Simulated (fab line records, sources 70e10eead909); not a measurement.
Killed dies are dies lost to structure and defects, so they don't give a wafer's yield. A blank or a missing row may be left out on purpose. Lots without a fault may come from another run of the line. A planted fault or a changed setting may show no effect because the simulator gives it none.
Which tool did it? | flow nand_harc | 6 lots, 17 wafers sampled, at 4 steps of a route of 1302

WHAT THE GAUGES READ, wafer by wafer
NHARC_A_SGD_CUT_THK_MEAS_22: measures by ellipsometry.
lot  | measured     | on            | thk_nm (nm)
L460 | day 20 06:07 | film_metro-01 | 148.4 148.7 147.7
L470 | day 24 15:23 | film_metro-01 | 148.1 145.5 74.8
L472 | day 25 07:59 | film_metro-02 | 75.8 75.4
L477 | day 27 15:57 | film_metro-02 | 148.2 148.8 147.3
L479 | day 28 06:10 | film_metro-01 | 145.5 147.5 147.9
L481 | day 29 04:19 | film_metro-02 | 147.6 147.8 148.6

WHICH TOOL RAN EACH LOT (tool, then ch and the chambers of the sampled wafers, then the start)
lot  | NHARC_A_SGD_CUT_STRIP_17                      | NHARC_A_SGD_CUT_DEP_20       | NHARC_A_SGD_CUT_CMP_21
L460 | rie_diel-11 ch 1,2, day 20 01:15 or earlier   | fcvd-01 ch 0,1, day 20 01:15 | cmp-02 ch 0,3, day 20 05:53
L470 | rie_diel-08 ch 0,1,3, day 24 10:08 or earlier | fcvd-01 ch 0,1, day 24 10:08 | cmp-01 ch 0,2,3, day 24 15:08
L472 | rie_diel-11 ch 2,3, day 25 04:46 or earlier   | fcvd-01 ch 0,1, day 25 04:46 | cmp-01 ch 0,1, day 25 07:47
L477 | rie_diel-11 ch 0,1,3, day 27 10:25 or earlier | fcvd-02 ch 0,1, day 27 10:25 | cmp-01 ch 0,3, day 27 15:41
L479 | rie_diel-08 ch 1,2,3, day 28 00:58 or earlier | fcvd-01 ch 0, day 28 00:58   | cmp-01 ch 1,2, day 28 05:55
L481 | rie_diel-11 ch 0,1, day 28 23:02 or earlier   | fcvd-01 ch 0,1, day 28 23:02 | cmp-02 ch 0,3, day 29 04:04
- NHARC_A_SGD_CUT_STRIP_17: strips in O2.
- NHARC_A_SGD_CUT_DEP_20: deposits SiO2, target thk 150 nm.
- NHARC_A_SGD_CUT_CMP_21: polishes, target thk 148.19 nm.

THE ANSWER, worked out from the rows above alone
Rule: what is usual is taken from the lots themselves. Put in order of their means at a reading, lots are off if they are a third of the lots or fewer, leave a main group of 4 or more, and stand apart from it by a gap of 3 or more times the standard deviation of the main group's means; of several such gaps the widest counts. A main group whose means are all the same, to the digits that the tables above print for the reading, isn't used. A lot without any number at a reading at which 4 lots or more have one is off too. The other lots that the step has rows for count as sound.
Off: L470, L472, at NHARC_A_SGD_CUT_THK_MEAS_22 (thk_nm). The main group: mean 147.8 nm, standard deviation 0.51.
A tool fits if, at a process step before that reading, it ran every lot that is off, and no sound lot after the first of them. The gauges at NHARC_A_SGD_CUT_THK_MEAS_22 are tried like those tools. NHARC_A_SGD_CUT_STRIP_17 gives no start for some lots, so the hours and the order of its lots are those of NHARC_A_SGD_CUT_DEP_20. None of those tried fits.

WHAT THE SIMULATOR HAD PUT IN
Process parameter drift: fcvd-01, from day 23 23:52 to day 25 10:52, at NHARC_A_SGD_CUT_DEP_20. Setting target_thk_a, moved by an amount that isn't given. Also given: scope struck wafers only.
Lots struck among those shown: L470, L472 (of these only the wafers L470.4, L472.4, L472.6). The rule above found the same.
